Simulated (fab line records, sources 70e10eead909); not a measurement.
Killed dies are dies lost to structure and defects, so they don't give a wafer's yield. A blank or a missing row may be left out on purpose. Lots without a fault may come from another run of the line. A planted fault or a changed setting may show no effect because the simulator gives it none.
Tool commonality check | flow nand_harc | 10 lots, 30 wafers sampled

WHY IT WAS OPENED
At NHARC_END_SORT_01 the reading killed_at_array is flagged on 2 of 10 lots. Wafers without a fault read 26, standard deviation 9.
Rule: a lot is flagged when every wafer of it that has a number lies more than 4 standard deviations from that mean, or none has a number. The other lots count as sound.

lot  | measured     | on        | killed_at_array, wafer by wafer | flag
L765 | day 19 12:31 | prober-01 | 26 23 25                        |
L766 | day 19 12:35 | prober-02 | 28 27 25                        |
L767 | day 19 23:23 | prober-02 | 25 27 23                        |
L775 | day 21 11:17 | prober-01 | 97 89 88                        | FLAGGED
L774 | day 21 21:46 | prober-01 | 96 90 100                       | FLAGGED
L778 | day 22 11:40 | prober-01 | 35 43 40                        |
L782 | day 23 14:46 | prober-01 | 28 35 35                        |
L783 | day 23 22:32 | prober-02 | 31 29 28                        |
L786 | day 24 23:45 | prober-02 | 35 24 34                        |
L788 | day 26 01:17 | prober-02 | 42 36 35                        |
The numbers of the flagged lots are 93 on average: +67 against the usual, or +7 standard deviations.

WHICH TOOL RAN EACH LOT
The record holds 4 process steps before the reading, out of a route of 1159 steps. In each cell: the tool, then ch and the chambers that the sampled wafers went through, then the start.
lot  | flag    | NHARC_A_STAIRCASE_TRIM_196         | NHARC_THIN_TSV_PRE_CLEAN_50             | NHARC_THIN_TSV_DESCUM_35           | NHARC_THIN_TSV_STRIP_56
L765 |         | rie_diel-02 ch 1,3, day 10 23:00   | pvd_sputter-01, day 19 06:14 or earlier | rie_diel-04 ch 0,3, day 19 06:14   | plasma_asher-01 ch 0,1, day 19 06:46
L766 |         | rie_diel-07 ch 0,1,2, day 10 21:19 | pvd_sputter-03, day 19 00:56 or earlier | rie_diel-04 ch 1,3, day 19 00:56   | plasma_asher-01 ch 0,1, day 19 01:32
L767 |         | rie_diel-06 ch 1,3, day 11 17:56   | pvd_sputter-02, day 19 11:51 or earlier | rie_diel-12 ch 0,1, day 19 11:51   | plasma_asher-01 ch 0,1, day 19 12:20
L775 | FLAGGED | rie_diel-06 ch 2,3, day 13 13:09   | pvd_sputter-01, day 21 02:46 or earlier | rie_diel-04 ch 0,1,3, day 21 02:46 | plasma_asher-02 ch 0,1, day 21 03:15
L774 | FLAGGED | rie_diel-06 ch 0,1,2, day 13 11:38 | pvd_sputter-02, day 21 12:25 or earlier | rie_diel-13 ch 0,1,2, day 21 12:25 | plasma_asher-02 ch 0,1, day 21 12:53
L778 |         | rie_diel-07 ch 1,2,3, day 14 15:07 | pvd_sputter-03, day 22 01:01 or earlier | rie_diel-13 ch 0,1, day 22 01:01   | plasma_asher-01 ch 0,1, day 22 01:35
L782 |         | rie_diel-02 ch 1,2,3, day 15 09:15 | pvd_sputter-01, day 23 06:01 or earlier | rie_diel-12 ch 1,2,3, day 23 06:01 | plasma_asher-02 ch 0,1, day 23 06:31
L783 |         | rie_diel-02 ch 2,3, day 15 16:13   | pvd_sputter-02, day 23 08:45 or earlier | rie_diel-13 ch 0,1,2, day 23 08:45 | plasma_asher-01 ch 0,1, day 23 09:14
L786 |         | rie_diel-02 ch 0,2,3, day 16 16:39 | pvd_sputter-02, day 24 14:42 or earlier | rie_diel-04 ch 0,2,3, day 24 14:42 | plasma_asher-01 ch 0,1, day 24 15:11
L788 |         | rie_diel-02 ch 2,3, day 17 08:49   | pvd_sputter-03, day 25 16:12 or earlier | rie_diel-13 ch 2,3, day 25 16:12   | plasma_asher-02 ch 0,1, day 25 16:43
What these steps do:
- NHARC_A_STAIRCASE_TRIM_196: chemistry O2, time 211.2 s.
- NHARC_THIN_TSV_PRE_CLEAN_50: time 30 s.
- NHARC_THIN_TSV_DESCUM_35: chemistry O2, time 3 s.
- NHARC_THIN_TSV_STRIP_56: strips in O2.
- NHARC_END_SORT_01

FLAGGED OVER TOTAL, TOOL BY TOOL (the gauges that took the reading come last)
step                        | tool            | lots run | flagged | share of the flagged lots | sound lots run after its first flagged lot
NHARC_A_STAIRCASE_TRIM_196  | rie_diel-02     | 5        | 0       | none                      | -
NHARC_A_STAIRCASE_TRIM_196  | rie_diel-06     | 3        | 2       | all                       | 0
NHARC_A_STAIRCASE_TRIM_196  | rie_diel-07     | 2        | 0       | none                      | -
NHARC_THIN_TSV_PRE_CLEAN_50 | pvd_sputter-01  | 3        | 1       | some                      | 1 (L782)
NHARC_THIN_TSV_PRE_CLEAN_50 | pvd_sputter-02  | 4        | 1       | some                      | 2 (L783,L786)
NHARC_THIN_TSV_PRE_CLEAN_50 | pvd_sputter-03  | 3        | 0       | none                      | -
NHARC_THIN_TSV_DESCUM_35    | rie_diel-04     | 4        | 1       | some                      | 1 (L786)
NHARC_THIN_TSV_DESCUM_35    | rie_diel-12     | 2        | 0       | none                      | -
NHARC_THIN_TSV_DESCUM_35    | rie_diel-13     | 4        | 1       | some                      | 3 (L778,L783,L788)
NHARC_THIN_TSV_STRIP_56     | plasma_asher-01 | 6        | 0       | none                      | -
NHARC_THIN_TSV_STRIP_56     | plasma_asher-02 | 4        | 2       | all                       | 2 (L782,L788)
NHARC_END_SORT_01           | prober-01       | 5        | 2       | all                       | 2 (L778,L782)
NHARC_END_SORT_01           | prober-02       | 5        | 0       | none                      | -
NHARC_THIN_TSV_PRE_CLEAN_50 gives no start for some lots, so the hours and the order of its lots are those of NHARC_THIN_TSV_DESCUM_35.

WHAT THE TABLE ALLOWS
3 rows of the table ran every flagged lot: rie_diel-06 at NHARC_A_STAIRCASE_TRIM_196, plasma_asher-02 at NHARC_THIN_TSV_STRIP_56, prober-01 at NHARC_END_SORT_01.
- rie_diel-06 at NHARC_A_STAIRCASE_TRIM_196: 2 of its 3 lots flagged. Its last sound lot is L767 (day 11 17:56), its first flagged lot L774 (day 13 11:38): a fault that began between those two fits.
- plasma_asher-02 at NHARC_THIN_TSV_STRIP_56: 2 of its 4 lots flagged. Sound lots ran on it after the first flagged one (L782, L788), which a lasting fault on the whole tool wouldn't allow.
- prober-01 at NHARC_END_SORT_01: 2 of its 5 lots flagged. Sound lots ran on it after the first flagged one (L778, L782), which a lasting fault on the whole tool wouldn't allow.
One tool is left: rie_diel-06 at NHARC_A_STAIRCASE_TRIM_196.

WHAT THE SIMULATOR HAD PUT IN
Chamber particle source: rie_diel-06, from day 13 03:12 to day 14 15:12, at NHARC_A_STAIRCASE_TRIM_196. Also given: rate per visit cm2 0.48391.
Lots struck among those shown: L775, L774. The rule above found the same.
